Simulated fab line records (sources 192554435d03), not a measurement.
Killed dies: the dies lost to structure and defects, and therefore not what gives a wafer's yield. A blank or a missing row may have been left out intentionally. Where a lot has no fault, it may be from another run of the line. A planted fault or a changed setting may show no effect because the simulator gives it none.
Matching of chambers / flow n5_finfet / pecvd-03 running N5_BEOL_M2_DEP_57: 3 sister chambers
The step deposits SiCN from 3MS/NH3, target thk 8 nm, time 14 s. 6 wafers are shown with their chamber, then 9 later ones without.

## WAFERS WITH THEIR CHAMBER
wafer=L088.2; chamber=2; showerhead_vpp_V (V)=913; showerhead_plenum_p_Torr (Torr)=3.656
wafer=L089.5; chamber=1; showerhead_vpp_V (V)=890; showerhead_plenum_p_Torr (Torr)=3.664
wafer=L089.6; chamber=0; showerhead_vpp_V (V)=891; showerhead_plenum_p_Torr (Torr)=3.654
wafer=L093.3; chamber=0; showerhead_vpp_V (V)=887; showerhead_plenum_p_Torr (Torr)=3.663
wafer=L093.4; chamber=1; showerhead_vpp_V (V)=884; showerhead_plenum_p_Torr (Torr)=3.674
wafer=L093.6; chamber=2; showerhead_vpp_V (V)=915; showerhead_plenum_p_Torr (Torr)=3.664

## WAFERS WITH NO CHAMBER GIVEN
wafer=L094.1; showerhead_vpp_V (V)=876; showerhead_plenum_p_Torr (Torr)=3.660
wafer=L094.2; showerhead_vpp_V (V)=901; showerhead_plenum_p_Torr (Torr)=3.652
wafer=L094.5; showerhead_vpp_V (V)=909; showerhead_plenum_p_Torr (Torr)=3.658
wafer=L096.2; showerhead_vpp_V (V)=924; showerhead_plenum_p_Torr (Torr)=3.653
wafer=L096.3; showerhead_vpp_V (V)=889; showerhead_plenum_p_Torr (Torr)=3.659
wafer=L096.6; showerhead_vpp_V (V)=921; showerhead_plenum_p_Torr (Torr)=3.657
wafer=L095.1; showerhead_vpp_V (V)=896; showerhead_plenum_p_Torr (Torr)=3.678
wafer=L095.4; showerhead_vpp_V (V)=879; showerhead_plenum_p_Torr (Torr)=3.666
wafer=L095.5; showerhead_vpp_V (V)=880; showerhead_plenum_p_Torr (Torr)=3.665

## THE CHAMBER EACH PASSED THROUGH
wafer=L094.1; from the rows above=can't be placed: 1 or 0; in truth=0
wafer=L094.2; from the rows above=can't be placed: 0 or 2 or 1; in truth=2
wafer=L094.5; from the rows above=2; in truth=2
wafer=L096.2; from the rows above=2; in truth=2
wafer=L096.3; from the rows above=can't be placed: 0 or 1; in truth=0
wafer=L096.6; from the rows above=2; in truth=2
wafer=L095.1; from the rows above=can't be placed: 1 or 0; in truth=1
wafer=L095.4; from the rows above=can't be placed: 1 or 0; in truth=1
wafer=L095.5; from the rows above=can't be placed: 1 or 0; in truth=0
3 of 9 placed correctly. Not placeable from these rows: 6 (in 6, the candidates include the true chamber). Wrongly placed: 0.
How it was worked out, from the rows above alone: a wafer's distance from a chamber is the root of the sum, over the readings, of the square of ((its reading less the chamber's mean) divided by the reading's scatter). If the next closest chamber is less than 2 further off than the closest, the wafer can't be placed; otherwise it belongs to the closest. The mean given for a chamber averages the wafers shown for that chamber. The scatter: the root of (the sum of the squares of (reading less its chamber's mean) over the shown wafers, divided by (wafers less chambers)).
